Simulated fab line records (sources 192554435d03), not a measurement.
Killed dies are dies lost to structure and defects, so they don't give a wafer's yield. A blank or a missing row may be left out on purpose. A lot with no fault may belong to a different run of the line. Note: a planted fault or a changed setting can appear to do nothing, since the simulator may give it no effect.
Split-lot trial + flow n5_finfet + 7 lots, 21 wafers read, on a route of 1938 steps

## ON THE SPLIT
At N5_BEOL_M8_PECVD_70 (deposits SiO2 from TEOS/O2, target thk 20 nm, time 22.7 s), the setting temp_c was moved away from the recipe's 400 C on 5 of the 21 wafers read, by -2.5% to +3.6%. For the rest of the wafers, this setting stayed at what the recipe calls for.

The split's own step is where the reading is taken.

## THE READING
SiO2_of_BEOL_M8_PECVD_70.thk_nm (the simulator's own value, which no gauge read), in nm, at N5_BEOL_M8_PECVD_70 (deposits SiO2 from TEOS/O2, target thk 20 nm, time 22.7 s). There is no usual value for it anywhere in the file. Average 20.0 nm, standard deviation 0.23 nm, over the 16 wafers here run with the recipe.

| wafer  | tool, chamber at the split | temp_c as run, C | against the recipe | SiO2_of_BEOL_M8_PECVD_70.thk_nm, nm | against lot-mates on the recipe |
|--------|----------------------------|------------------|--------------------|-------------------------------------|---------------------------------|
| L081.1 | pecvd-02, 2                | 392.7            | -1.8%              | 20.8                                | +0.6                            |
| L081.2 | pecvd-02, 0,1              | 400              | recipe             | 20.2                                | -                               |
| L081.6 | pecvd-02, 0,1              | 400              | recipe             | 20.2                                | -                               |
| L083.1 | pecvd-04, 0,2              | 400              | recipe             | 20                                  | -                               |
| L083.2 | pecvd-04, 0,2              | 400              | recipe             | 20                                  | -                               |
| L083.4 | pecvd-04, 2                | 400              | recipe             | 20.2                                | -                               |
| L088.1 | pecvd-04, 2                | 400              | recipe             | 20                                  | -                               |
| L088.5 | pecvd-04, 1                | 414.3            | +3.6%              | 18.2                                | -1.8                            |
| L088.6 | pecvd-04, 2                | 414.3            | +3.6%              | 18.6                                | -1.4                            |
| L090.2 | pecvd-02, 1                | 405.9            | +1.5%              | 19.2                                | -0.9                            |
| L090.3 | pecvd-02, 2                | 400              | recipe             | 20                                  | -                               |
| L090.4 | pecvd-02, 0                | 400              | recipe             | 20.2                                | -                               |
| L093.2 | pecvd-02, 0,1              | 400              | recipe             | 19.6                                | -                               |
| L093.3 | pecvd-02, 0,1              | 400              | recipe             | 19.6                                | -                               |
| L093.4 | pecvd-02, 1                | 400              | recipe             | 20                                  | -                               |
| L091.2 | pecvd-02, 2                | 400              | recipe             | 19.6                                | -                               |
| L091.3 | pecvd-02, 0                | 400              | recipe             | 20                                  | -                               |
| L091.5 | pecvd-02, 0                | 390.1            | -2.5%              | 21.6                                | +1.8                            |
| L092.3 | pecvd-04, 2                | 400              | recipe             | 19.6                                | -                               |
| L092.4 | pecvd-04, 2,1              | 400              | recipe             | 20.2                                | -                               |
| L092.6 | pecvd-04, 2,1              | 400              | recipe             | 20.2                                | -                               |
Where a row lists several chambers, the file gives one row for several wafers and doesn't say which wafer went through which chamber.

THE FIT
A straight line over all 21 wafers: SiO2_of_BEOL_M8_PECVD_70.thk_nm changes by -0.486 nm for each +1% of temp_c; r = -0.94; the points scatter about the line by 0.25 nm.
The same after taking each lot's own level away (the mean of its wafers on the recipe; 21 wafers): -0.495 nm for each +1%; r = -0.95; scatter 0.24 nm.
Per that fit: largest temp_c move, reading shift of 1.8 nm.
The span of the lots' own levels, 19.73 to 20.20 nm, comes to 2.0 times the standard deviation stated above.
So the lot-to-lot level changes the slope little: the two slopes agree.
Check: with one of the wafers moved furthest among these (+3.6%) left out of the fit, the line predicts -1.72 nm for it against its lot-mates. Against them it came out at -1.8 nm.

## FURTHER SPLITS ON THESE WAFERS
These wafers also went through other splits before the reading. Each is held against what the fit with the lots' levels taken away leaves over:
| other split on the same wafers     | wafers away from the commonest value | r with SiO2_of_BEOL_M8_PECVD_70.thk_nm (lot level and that fit taken away) |
|------------------------------------|--------------------------------------|----------------------------------------------------------------------------|
| N5_BEOL_M5_COAT_05 spin_rpm        | 6                                    | -0.30                                                                      |
| N5_BEOL_M6_TRENCH_ETCH_37 source_w | 8                                    | -0.07                                                                      |
| N5_BEOL_M6_ALD_77 ald_cycles       | 10                                   | -0.31                                                                      |

## THE FILE'S OWN FIT
SiO2_of_BEOL_M8_PECVD_70.thk_nm changes by -0.516 nm for each +1% of temp_c, r = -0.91.
